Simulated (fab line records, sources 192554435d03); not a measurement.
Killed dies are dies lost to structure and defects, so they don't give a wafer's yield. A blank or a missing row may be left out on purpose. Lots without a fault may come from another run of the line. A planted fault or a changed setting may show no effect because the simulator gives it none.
fab line records | flow n5_finfet | part 1 of 2: steps 1 to 25 of 33
record lots=5 wafers=15 last_day=19
route steps=1938 shown BEOL_M2@925 BEOL_M3@931
lots that met no fault: from a run of the same line without faults
start_h: hours from the record's first day to the start of the lot's first wafer shown | wait_h: hours since the lot's step before | " the same as in the row above | L1.1+2: a row that stands for several wafers | - no value, or no start given | * or withheld: withheld | < > ~ a bound
route shown NAME@n: a module of which the file shows steps, and the number in the route of the first | usual: mean/standard deviation of fault-free wafers | same: alike in all rows | chamber/n: place in a boat | sites: the reading at each site | _std_site: their standard deviation | _edge_site: outer sites' mean less inner sites' | radius_mm: how far each site lies from the wafer's centre | mask NAME#n: copy n | behind: the tool/chamber that last shaped the wafer | hold: why the lot was held/for how many hours/how that ended | device: the transistor (n, p or np) that didn't switch | end of line: the same wafers' tests at the end of the route | a step without rows: its recipe alone | killed: dies lost to structure and defects at the first sort, not the wafer's yield | map: a wafer's dies, x killed, . not, _ none there
set.NAME: the setting as run; set.NAME@STEP: as run at that earlier step | model.NAME: the simulator's own value behind a step, which no gauge read
lots at some steps of the route; a table a step, a row a wafer
services: from which hour (start_h, from the record's first day; less than 0 if before it) a tool's chamber was out of use, for how many hours, and why
## steps
# step N5_BEOL_M2_PRE_CLEAN_60
# recipe gas=NH3/H2 time_s=15 temp_c=* rf_power_w=300
# usual heater_power_w=93/11
# columns lot.wafer tool chamber start_h wait_h heater_power_w
L076.2 cvd_co-01 0 166.27 0.0 99
L076.5 " 0 " " 96
L076.6 " 2 " " 87
L077.4 cvd_co-01 0 181.63 0.1 98
L077.5 " 2 " " 83
L077.6 " 1 " " 83
L085.1 cvd_co-01 0 224.83 0.0 99
L085.2 " 2 " " 88
L085.3 " 1 " " 81
L095.1 cvd_co-01 0 289.05 0.4 100
L095.4 " 2 " " 85
L095.5 " 1 " " 83
L096.1 cvd_co-02 2 305.53 0.1 115
L096.2 " 1 " " 90
L096.5 " 2 " " 116
# step N5_BEOL_M2_CO_CAP_55
# recipe material=Co target_thk_a=20 temp_c=200 precursor=CCTBA/H2 pressure_torr=30 time_s=102.1
# usual heater_power_w=247/14
# columns lot.wafer tool chamber start_h wait_h heater_power_w
L076.2 cvd_co-01 0 166.31 0.0 257
L076.5 " 0 " " 255
L076.6 " 2 " " 236
L077.4 cvd_co-01 0 181.68 0.0 251
L077.5 " 2 " " 243
L077.6 " 1 " " 230
L085.1 cvd_co-01 0 224.87 0.0 248
L085.2 " 2 " " 244
L085.3 " 1 " " 234
L095.1 cvd_co-01 0 289.09 0.0 262
L095.4 " 2 " " 244
L095.5 " 1 " " 234
L096.1 cvd_co-02 2 305.57 0.0 273
L096.2 " 1 " " 248
L096.5 " 2 " " 281
# step N5_BEOL_M2_PRE_CLEAN_56
# recipe gas=NH3 time_s=15 temp_c=withheld rf_power_w=300
# columns lot.wafer tool chamber start_h wait_h
L076.2+5+6 pecvd-04 0,2,1 166.41 0.1
L077.4+5+6 pecvd-04 2,1,0 181.75 0.0
L085.1+2+3 pecvd-03 1,0,0 224.97 0.1
L095.1+4+5 pecvd-04 0,0,1 289.18 0.1
L096.1+2+5 pecvd-04 0,2,2 305.66 0.1
# step N5_BEOL_M2_DEP_57
# recipe material=SiCN target_thk_a=80 temp_c=withheld precursor=3MS/NH3 pressure_torr=3 rf_w=202 time_s=14
# usual showerhead_plenum_p_Torr=3.660/0.01 throttle_valve_pct=8.7/0.38
# columns lot.wafer tool chamber start_h wait_h showerhead_plenum_p_Torr throttle_valve_pct
L076.2 pecvd-04 0 166.43 0.0 3.665 8.4
L076.5 " 2 " " 3.665 8.3
L076.6 " 1 " " 3.668 9.0
L077.4 pecvd-04 2 181.78 0.0 3.666 8.3
L077.5 " 1 " " 3.666 9.1
L077.6 " 0 " " 3.666 8.5
L085.1 pecvd-03 1 225.00 0.0 3.667 8.8
L085.2 " 0 " " 3.659 8.7
L085.3 " 0 " " 3.658 8.9
L095.1 pecvd-04 0 289.21 0.0 3.665 8.6
L095.4 " 0 " " 3.662 8.9
L095.5 " 1 " " 3.662 8.9
L096.1 pecvd-04 0 305.69 0.0 3.666 8.7
L096.2 " 2 " " 3.661 8.2
L096.5 " 2 " " 3.668 8.8
# step N5_BEOL_M2_RS_MEAS_58
# recipe thk_meas_gauge=four-point-probe reads=Co_of_BEOL_M2_CO_CAP_55+Cu_of_BEOL_M2_ECD_50+Co_of_BEOL_M2_CVD_47+TaN_of_BEOL_M2_ALD_84
# usual M2_RS=0.672/0.029
# columns lot.wafer tool chamber start_h wait_h M2_RS[ohm/sq]
L076.2 film_metro-01 - 166.50 0.1 0.630
L076.5 " - " " 0.680
L076.6 " - " " 0.654
L077.4 film_metro-02 - 181.83 0.0 0.655
L077.5 " - " " 0.699
L077.6 " - " " 0.684
L085.1 film_metro-02 - 225.09 0.1 0.663
L085.2 " - " " 0.681
L085.3 " - " " 0.645
L095.1 film_metro-02 - 289.28 0.0 0.690
L095.4 " - " " 0.687
L095.5 " - " " 0.667
L096.1 film_metro-01 - 305.76 0.0 0.695
L096.2 " - " " 0.677
L096.5 " - " " 0.720
# step N5_BEOL_M2_INSPECT_59
# recipe inspect_instrument=darkfield mode=post_dep
# usual raw_defect_count=76/22
# columns lot.wafer tool chamber start_h wait_h raw_defect_count
L076.2 defect_inspect-02 - 166.52 0.0 92
L076.5 " - " " 58
L076.6 " - " " 78
L077.4 defect_inspect-02 - 181.86 0.0 59
L077.5 " - " " 28
L077.6 " - " " 46
L085.1 defect_inspect-02 - 225.11 0.0 113
L085.2 " - " " 64
L085.3 " - " " 94
L095.1 defect_inspect-01 - 289.30 0.0 101
L095.4 " - " " 111
L095.5 " - " " 69
L096.1 defect_inspect-02 - 305.78 0.0 121
L096.2 " - " " 93
L096.5 " - " " 90
# step N5_BEOL_M3_ILD_DEP_00
# recipe material=SiOC target_thk_a=790 temp_c=350 precursor=DEMS/O2 pressure_torr=5 rf_w=500 time_s=15.3
# usual heater_power_w=496/58 showerhead_plenum_p_Torr=5.695/0.012 throttle_valve_pct=11.8/0.67
# columns lot.wafer tool chamber start_h wait_h heater_power_w showerhead_plenum_p_Torr throttle_valve_pct
L076.2 pecvd-01 1 166.56 0.0 418 5.678 12.3
L076.5 " 2 " " 480 5.692 10.7
L076.6 " 1 " " 422 5.691 12.3
L077.4 pecvd-01 2 181.91 0.1 491 5.689 10.7
L077.5 " 0 " " 512 5.706 11.6
L077.6 " 1 " " 484 5.697 12.4
L085.1 pecvd-01 0 225.15 0.0 600 5.694 11.3
L085.2 " 2 " " 486 5.710 10.5
L085.3 " 1 " " 423 5.684 12.1
L095.1 pecvd-02 2 289.34 0.0 470 5.683 11.8
L095.4 " 0 " " 561 5.708 12.2
L095.5 " 0 " " 547 5.704 11.9
L096.1 pecvd-02 0 305.82 0.0 565 5.728 11.7
L096.2 " 1 " " 485 5.690 12.8
L096.5 " 2 " " 467 5.690 11.5
# step N5_BEOL_M3_THK_MEAS_01
# recipe reads=SiOC_of_BEOL_M3_ILD_DEP_00
# usual M3_ILD_THK=79.3/0.95
# columns lot.wafer tool chamber start_h wait_h M3_ILD_THK[nm]
L076.2 film_metro-02 - 166.63 0.1 78.5
L076.5 " - " " 79.5
L076.6 " - " " 79.2
L077.4 film_metro-02 - 181.96 0.0 79.8
L077.5 " - " " 79.9
L077.6 " - " " 80.2
L085.1 film_metro-02 - 225.22 0.0 78.1
L085.2 " - " " 79.0
L085.3 " - " " 78.6
L095.1 film_metro-01 - 289.42 0.1 78.9
L095.4 " - " " 80.6
L095.5 " - " " 80.6
L096.1 film_metro-02 - 305.89 0.0 77.7
L096.2 " - " " 77.6
L096.5 " - " " 78.7
# step N5_BEOL_M3_PECVD_72
# recipe material=SiO2 target_thk_a=160 temp_c=400 precursor=TEOS/O2 pressure_torr=5.5 rf_w=450 teos_flow_sccm=53.8 gas=O2 flow_sccm=3000 time_s=18
# usual heater_power_w=730/82 showerhead_plenum_p_Torr=8.78/0.036 throttle_valve_pct=21.8/1.1
# columns lot.wafer tool chamber start_h wait_h heater_power_w showerhead_plenum_p_Torr throttle_valve_pct
L076.2 pecvd-04 0 166.66 0.0 641 8.76 21.3
L076.5 " 2 " " 829 8.77 20.7
L076.6 " 1 " " 605 8.81 22.8
L077.4 pecvd-04 1 182.01 0.1 709 8.80 22.7
L077.5 " 2 " " 767 8.77 20.5
L077.6 " 0 " " 725 8.76 21.2
L085.1 pecvd-04 2 225.26 0.0 864 8.79 20.8
L085.2 " 1 " " 675 8.80 22.6
L085.3 " 0 " " 722 8.73 21.4
L095.1 pecvd-01 2 289.46 0.0 651 8.77 20.1
L095.4 " 1 " " 590 8.73 23.2
L095.5 " 0 " " 879 8.78 22.0
L096.1 pecvd-01 0 305.92 0.0 852 8.81 22.0
L096.2 " 2 " " 698 8.78 20.2
L096.5 " 0 " " 879 8.79 21.9
# step N5_BEOL_M3_HM_DEP_02
# recipe material=TiN target_thk_a=200 temp_c=25 chamber_pressure_pa=0.49996
# usual substrate_temp_c=25.00/0.1 throttle_valve_pct=30.6/1.4
# columns lot.wafer tool chamber start_h wait_h substrate_temp_c throttle_valve_pct
L076.2 pvd_sputter-02 - 167.89 1.2 25.16 30.7
L076.5 " - " " 24.81 29.4
L076.6 " - " " 25.04 28.2
L077.4 pvd_sputter-01 - 182.96 0.9 25.05 33.0
L077.5 " - " " 25.06 30.7
L077.6 " - " " 24.94 30.1
L085.1 pvd_sputter-01 - 227.26 2.0 25.01 31.4
L085.2 " - " " 24.84 30.5
L085.3 " - " " 24.88 29.7
L095.1 pvd_sputter-02 - 290.78 1.3 25.24 28.2
L095.4 " - " " 24.88 31.2
L095.5 " - " " 24.88 30.9
L096.1 pvd_sputter-02 - 307.87 1.9 24.92 29.4
L096.2 " - " " 24.85 31.1
L096.5 " - " " 24.99 28.2
# step N5_BEOL_M3_COAT_61
# recipe resist=SOC temp_c=250 time_s=60 spin_rpm=1500 resist_thk_nm=60
# columns lot.wafer tool chamber start_h wait_h
L076.2+5+6 litho_track-04 0 168.01 0.1
L077.4+5+6 litho_track-04 0 183.08 0.1
L085.1+2+3 litho_track-03 0 227.39 0.1
L095.1+4+5 litho_track-03 0 290.90 0.1
L096.1+2+5 litho_track-04 0 308.01 0.1
# step N5_BEOL_M3_COAT_62
# recipe resist=SiARC temp_c=220 time_s=60 spin_rpm=1500 resist_thk_nm=12
# columns lot.wafer tool chamber start_h wait_h
L076.2+5+6 litho_track-04 0 - -
L077.4+5+6 litho_track-04 0 - -
L085.1+2+3 litho_track-03 0 - -
L095.1+4+5 litho_track-03 0 - -
L096.1+2+5 litho_track-04 0 - -
# step N5_BEOL_M3_COAT_73
# recipe resist=underlayer temp_c=205 time_s=60 spin_rpm=1500 resist_thk_nm=5
# columns lot.wafer tool chamber start_h wait_h
L076.2+5+6 litho_track-04 0 - -
L077.4+5+6 litho_track-04 0 - -
L085.1+2+3 litho_track-03 0 - -
L095.1+4+5 litho_track-03 0 - -
L096.1+2+5 litho_track-04 0 - -
# step N5_BEOL_M3_COAT_05
# recipe resist=CAR-EUV spin_rpm=1500 resist_thk_nm=30
# columns lot.wafer tool chamber start_h wait_h
L076.2+5+6 litho_track-04 0 - -
L077.4+5+6 litho_track-04 0 - -
L085.1+2+3 litho_track-03 0 - -
L095.1+4+5 litho_track-03 0 - -
L096.1+2+5 litho_track-04 0 - -
# step N5_BEOL_M3_EBR_07
# recipe solvent=PGMEA ebr_width_mm=1.5
# columns lot.wafer tool chamber start_h wait_h
L076.2+5+6 litho_track-04 0 - -
L077.4+5+6 litho_track-04 0 - -
L085.1+2+3 litho_track-03 0 - -
L095.1+4+5 litho_track-03 0 - -
L096.1+2+5 litho_track-04 0 - -
# step N5_BEOL_M3_SOFTBAKE_06
# recipe temp_c=110 time_s=60 resist=CAR-EUV
# columns lot.wafer tool chamber start_h wait_h
L076.2+5+6 litho_track-04 0 - -
L077.4+5+6 litho_track-04 0 - -
L085.1+2+3 litho_track-03 0 - -
L095.1+4+5 litho_track-03 0 - -
L096.1+2+5 litho_track-04 0 - -
# step N5_BEOL_M3_EXPOSE_08
# recipe mask_id=M3 na=0.33 source_shape=dipole sigma_inner=0.369 sigma_outer=0.767 polarization=unpolarized dose_mj=33
# columns lot.wafer tool chamber start_h wait_h mask
L076.2+5+6 euv_scanner-01 0 168.16 - M3#0
L077.4+5+6 euv_scanner-01 0 183.24 - M3#0
L085.1+2+3 euv_scanner-01 0 227.52 - M3#0
L095.1+4+5 euv_scanner-02 0 291.17 - M3#0
L096.1+2+5 euv_scanner-01 0 308.27 - M3#0
# step N5_BEOL_M3_PEB_09
# recipe peb_temp_c=100 peb_time_s=60 resist=CAR-EUV
# columns lot.wafer tool chamber start_h wait_h
L076.2+5+6 litho_track-04 0 168.21 0.0
L077.4+5+6 litho_track-04 0 183.28 0.0
L085.1+2+3 litho_track-01 0 227.58 0.1
L095.1+4+5 litho_track-01 0 291.23 0.1
L096.1+2+5 litho_track-04 0 308.33 0.1
# step N5_BEOL_M3_DEVELOP_10
# recipe develop_time_s=30 developer=TMAH resist=CAR-EUV rinse_liquid=surfactant_rinse dry=air_spin dev_temp_c=23
# columns lot.wafer tool chamber start_h wait_h
L076.2+5+6 litho_track-04 0 - -
L077.4+5+6 litho_track-04 0 - -
L085.1+2+3 litho_track-01 0 - -
L095.1+4+5 litho_track-01 0 - -
L096.1+2+5 litho_track-04 0 - -
# step N5_BEOL_M3_CD_MEAS_11
# recipe target_cd_nm=17.05 landing_energy_ev=500 detector=se_inlens polarity=opening
# usual cd_nm=17.08/0.24
# columns lot.wafer tool chamber start_h wait_h cd_nm
L076.2 cd_sem-01 0 168.28 - 17.01
L076.5 " 0 " " 16.93
L076.6 " 0 " " 17.00
L077.4 cd_sem-03 0 183.35 - 16.82
L077.5 " 0 " " 16.86
L077.6 " 0 " " 17.26
L085.1 cd_sem-03 0 227.65 - 17.44
L085.2 " 0 " " 17.25
L085.3 " 0 " " 17.47
L095.1 cd_sem-02 0 291.29 - 16.88
L095.4 " 0 " " 16.87
L095.5 " 0 " " 16.64
L096.1 cd_sem-02 0 308.40 - 17.35
L096.2 " 0 " " 17.37
L096.5 " 0 " " 17.18
# step N5_BEOL_M3_OVL_MEAS_12
# recipe points_per_wafer=522
# usual M3_OVL=-0.4/0.83
# columns lot.wafer tool chamber start_h wait_h M3_OVL[nm]
L076.2 overlay-01 0 168.31 0.0 -1.3
L076.5 " 0 " " -0.7
L076.6 " 0 " " -1.9
L077.4 overlay-02 0 183.39 0.0 -0.3
L077.5 " 0 " " -1.3
L077.6 " 0 " " -0.5
L085.1 overlay-02 0 227.68 0.0 0.8
L085.2 " 0 " " -0.6
L085.3 " 0 " " 0.3
L095.1 overlay-01 0 291.32 0.0 -0.3
L095.4 " 0 " " 1.0
L095.5 " 0 " " 0.2
L096.1 overlay-01 0 308.43 0.0 -0.9
L096.2 " 0 " " -0.8
L096.5 " 0 " " -0.1
# step N5_BEOL_M3_INSPECT_13
# recipe mode=adi inspect_instrument=brightfield
# usual raw_defect_count=439/92
# columns lot.wafer tool chamber start_h wait_h raw_defect_count
L076.2 defect_inspect-02 - 168.36 0.0 580
L076.5 " - " " 327
L076.6 " - " " 458
L077.4 defect_inspect-02 - 183.44 0.0 651
L077.5 " - " " 326
L077.6 " - " " 530
L085.1 defect_inspect-02 - 227.74 0.1 487
L085.2 " - " " 438
L085.3 " - " " 411
L095.1 defect_inspect-01 - 291.38 0.1 346
L095.4 " - " " 406
L095.5 " - " " 315
L096.1 defect_inspect-02 - 308.48 0.1 515
L096.2 " - " " 539
L096.5 " - " " 550
# step N5_BEOL_M3_DESCUM_16
# recipe chemistry=O2 time_s=7 source_power_w=50 bias_power_w=20 pressure_mtorr=20 rf_frequency_hz=2.712e+07 temp_c=40 resist=CAR-EUV o2_flow_sccm=225
# usual drypump_motor_current_A=5.9/0.41 oes_product_au=0.79/0.087 rf_vpp_V=243.0/1.5 showerhead_plenum_p_Torr=2.08/0.081 throttle_valve_pct=20.44/0.25
# columns lot.wafer tool chamber start_h wait_h drypump_motor_current_A oes_product_au rf_hours_counter_h rf_vpp_V showerhead_plenum_p_Torr throttle_valve_pct
L076.2 rie_diel-04 3 168.40 0.0 6.4 0.77 134 241.3 1.93 20.60
L076.5 " 3 " " 6.4 0.76 - 241.4 1.93 20.62
L076.6 " 0 " " 5.9 0.76 - 241.9 2.01 20.22
L077.4 rie_diel-04 0 183.49 0.0 5.9 0.75 - 242.0 2.01 20.22
L077.5 " 2 " " 6.2 1.01 - 242.4 2.06 20.06
L077.6 " 1 " " 5.3 0.79 - 241.9 2.02 20.29
L085.1 rie_diel-06 3 227.77 0.0 6.2 0.76 148 242.9 2.10 20.69
L085.2 " 0 " " 6.1 0.76 157 243.3 2.10 20.68
L085.3 " 2 " " 6.2 0.68 230 244.6 2.15 20.75
L095.1 rie_diel-04 3 291.42 0.0 6.4 0.74 172 241.3 1.92 20.67
L095.4 " 1 " " 5.3 0.77 152 242.5 2.01 20.33
L095.5 " 0 " " 5.8 0.73 - 241.7 2.00 20.28
L096.1 rie_diel-05 3 308.58 0.1 5.7 0.88 31 245.9 2.22 20.05
L096.2 " 2 " " 5.1 0.80 136 243.6 2.10 20.61
L096.5 " 1 " " 5.6 0.71 - 244.4 2.15 20.28
# step N5_BEOL_M3_ETCH_74
# recipe chemistry=N2/H2 target=underlayer target_depth_a=65 mask_material=CAR-EUV time_s=5.2 ion_energy_ev=200 pressure_mtorr=30 source_w=840 bias_w=150 n2_flow_sccm=200 h2_flow_sccm=200 ends=cleared
# usual bias_w=149.9/0.47 drypump_motor_current_A=5.9/0.42 etch_rf_on_time_s=5.21/0.099 oes_product_au=0.67/0.074 rf_vpp_V=523/3.1 showerhead_plenum_p_Torr=2.53/0.1 throttle_valve_pct=17.90/0.29
# columns lot.wafer tool chamber start_h wait_h bias_w drypump_motor_current_A etch_rf_on_time_s oes_product_au rf_hours_counter_h rf_vpp_V showerhead_plenum_p_Torr throttle_valve_pct
L076.2 rie_diel-04 3 168.43 0.0 149.7 6.4 5.21 0.66 134 518 2.35 18.12
L076.5 " 3 " " 150.3 6.4 5.23 0.66 - 520 2.35 18.12
L076.6 " 0 " " 149.9 5.9 5.24 0.64 - 521 2.44 17.65
L077.4 rie_diel-04 0 183.51 0.0 150.6 5.9 5.28 0.63 - 521 2.43 17.64
L077.5 " 2 " " 148.9 6.2 5.09 0.83 - 523 2.50 17.55
L077.6 " 1 " " 149.3 5.3 5.19 0.67 - 522 2.44 17.60
L085.1 rie_diel-06 3 227.81 0.0 149.5 6.2 5.24 0.66 148 525 2.54 18.08
L085.2 " 0 " " 149.6 6.2 5.11 0.65 157 524 2.54 18.04
L085.3 " 2 " " 150.2 6.2 5.39 0.58 230 525 2.62 18.25
L095.1 rie_diel-04 3 291.45 0.0 149.4 6.4 5.25 0.63 172 520 2.34 18.20
L095.4 " 1 " " 150.0 5.2 5.18 0.65 152 522 2.43 17.65
L095.5 " 0 " " 150.0 5.9 5.26 0.62 - 518 2.42 17.71
L096.1 rie_diel-05 3 308.61 0.0 150.7 5.7 5.15 0.75 31 528 2.70 17.43
L096.2 " 2 " " 150.0 5.1 5.37 0.66 136 523 2.56 18.22
L096.5 " 1 " " 149.2 5.6 5.30 0.59 - 525 2.63 17.84
# step N5_BEOL_M3_ETCH_63
# recipe chemistry=CF4 target=SiARC target_depth_a=156 mask_material=CAR-EUV time_s=26 ion_energy_ev=80 pressure_mtorr=40 source_w=545 bias_w=36 Ar_flow_sccm=100 cf4_flow_sccm=100 ends=cleared
# usual bias_w=36.00/0.11 drypump_motor_current_A=5.9/0.42 etch_rf_on_time_s=26.0/0.46 oes_product_au=0.67/0.075 rf_vpp_V=184.0/1.4 showerhead_plenum_p_Torr=2.13/0.078 throttle_valve_pct=15.61/0.26
# columns lot.wafer tool chamber start_h wait_h bias_w drypump_motor_current_A etch_rf_on_time_s oes_product_au rf_hours_counter_h rf_vpp_V showerhead_plenum_p_Torr throttle_valve_pct
L076.2 rie_diel-04 3 168.45 0.0 36.03 6.4 25.8 0.66 134 180.9 1.98 15.76
L076.5 " 3 " " 36.05 6.4 25.9 0.66 - 182.0 1.98 15.77
L076.6 " 0 " " 35.90 5.9 26.0 0.65 - 183.2 2.06 15.40
L077.4 rie_diel-04 0 183.53 0.0 35.95 5.8 26.4 0.64 - 182.9 2.06 15.43
L077.5 " 2 " " 35.85 6.2 25.6 0.85 - 183.5 2.10 15.12
L077.6 " 1 " " 35.91 5.2 25.5 0.67 - 183.8 2.08 15.51
L085.1 rie_diel-06 3 227.83 0.0 36.17 6.2 26.2 0.65 148 185.2 2.15 15.83
L085.2 " 0 " " 35.99 6.2 25.6 0.65 157 184.9 2.14 15.83
L085.3 " 2 " " 35.89 6.2 27.0 0.58 230 185.9 2.20 15.97
L095.1 rie_diel-04 3 291.47 0.0 36.09 6.4 26.1 0.63 172 182.2 1.97 15.84
L095.4 " 1 " " 36.06 5.2 25.5 0.65 152 182.7 2.07 15.55
L095.5 " 0 " " 36.09 5.9 26.1 0.62 - 182.2 2.04 15.50
L096.1 rie_diel-05 3 308.63 0.0 35.85 5.7 25.5 0.76 31 184.7 2.26 15.25
L096.2 " 2 " " 36.07 5.1 26.0 0.67 136 184.6 2.14 15.80
L096.5 " 1 " " 35.82 5.6 25.8 0.60 - 184.0 2.19 15.52
